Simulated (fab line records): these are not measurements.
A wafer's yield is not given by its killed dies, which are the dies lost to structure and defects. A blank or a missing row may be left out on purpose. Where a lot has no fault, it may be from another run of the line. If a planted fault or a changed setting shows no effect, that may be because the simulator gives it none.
Chamber matching / flow n5-finfet / N5_GATE_CUT_ETCH_37 on rie-diel-04: 4 sister chambers
The step etches SOC in N2/H2, target depth 60 nm, overetch 12 nm, time 90 s. 8 wafers are shown with their chamber, then 7 later ones without.

== EACH WAFER AND ITS CHAMBER ==
wafer=L082.1; chamber=2; drypump-motor-current-A (A)=5.5; showerhead-plenum-p-Torr (Torr)=2.60
wafer=L087.1; chamber=0; drypump-motor-current-A (A)=6.4; showerhead-plenum-p-Torr (Torr)=2.35
wafer=L087.3; chamber=3; drypump-motor-current-A (A)=6.0; showerhead-plenum-p-Torr (Torr)=2.50
wafer=L089.4; chamber=0; drypump-motor-current-A (A)=6.3; showerhead-plenum-p-Torr (Torr)=2.34
wafer=L089.5; chamber=1; drypump-motor-current-A (A)=6.2; showerhead-plenum-p-Torr (Torr)=2.57
wafer=L089.6; chamber=3; drypump-motor-current-A (A)=6.0; showerhead-plenum-p-Torr (Torr)=2.50
wafer=L092.1; chamber=2; drypump-motor-current-A (A)=5.5; showerhead-plenum-p-Torr (Torr)=2.59
wafer=L092.4; chamber=1; drypump-motor-current-A (A)=6.2; showerhead-plenum-p-Torr (Torr)=2.57

== WAFERS WITH NO CHAMBER GIVEN ==
wafer=L092.5; drypump-motor-current-A (A)=6.0; showerhead-plenum-p-Torr (Torr)=2.49
wafer=L097.2; drypump-motor-current-A (A)=6.2; showerhead-plenum-p-Torr (Torr)=2.56
wafer=L097.3; drypump-motor-current-A (A)=6.0; showerhead-plenum-p-Torr (Torr)=2.49
wafer=L097.5; drypump-motor-current-A (A)=5.5; showerhead-plenum-p-Torr (Torr)=2.59
wafer=L096.3; drypump-motor-current-A (A)=6.1; showerhead-plenum-p-Torr (Torr)=2.49
wafer=L096.4; drypump-motor-current-A (A)=6.3; showerhead-plenum-p-Torr (Torr)=2.34
wafer=L096.6; drypump-motor-current-A (A)=6.2; showerhead-plenum-p-Torr (Torr)=2.56

== THE CHAMBER EACH PASSED THROUGH ==
wafer=L092.5; from the rows above=3; in truth=3
wafer=L097.2; from the rows above=1; in truth=1
wafer=L097.3; from the rows above=3; in truth=3
wafer=L097.5; from the rows above=2; in truth=2
wafer=L096.3; from the rows above=3; in truth=3
wafer=L096.4; from the rows above=0; in truth=0
wafer=L096.6; from the rows above=1; in truth=1
Placed correctly: 7 of 7. Number that these rows cannot place: 0. Number placed wrongly: 0.
How it was worked out, from the rows above alone: a wafer's distance from a chamber is the root of the sum, over the readings, of the square of ((its reading less the chamber's mean) divided by the reading's scatter). The wafer belongs to the nearest chamber; if the next one is less than 2 further off, it can't be placed. Each chamber's mean is taken over the wafers shown for it. How the scatter is found: for the shown wafers, subtract from each reading the mean of its chamber, square and add these, divide the total by (wafers less chambers), then take the root.
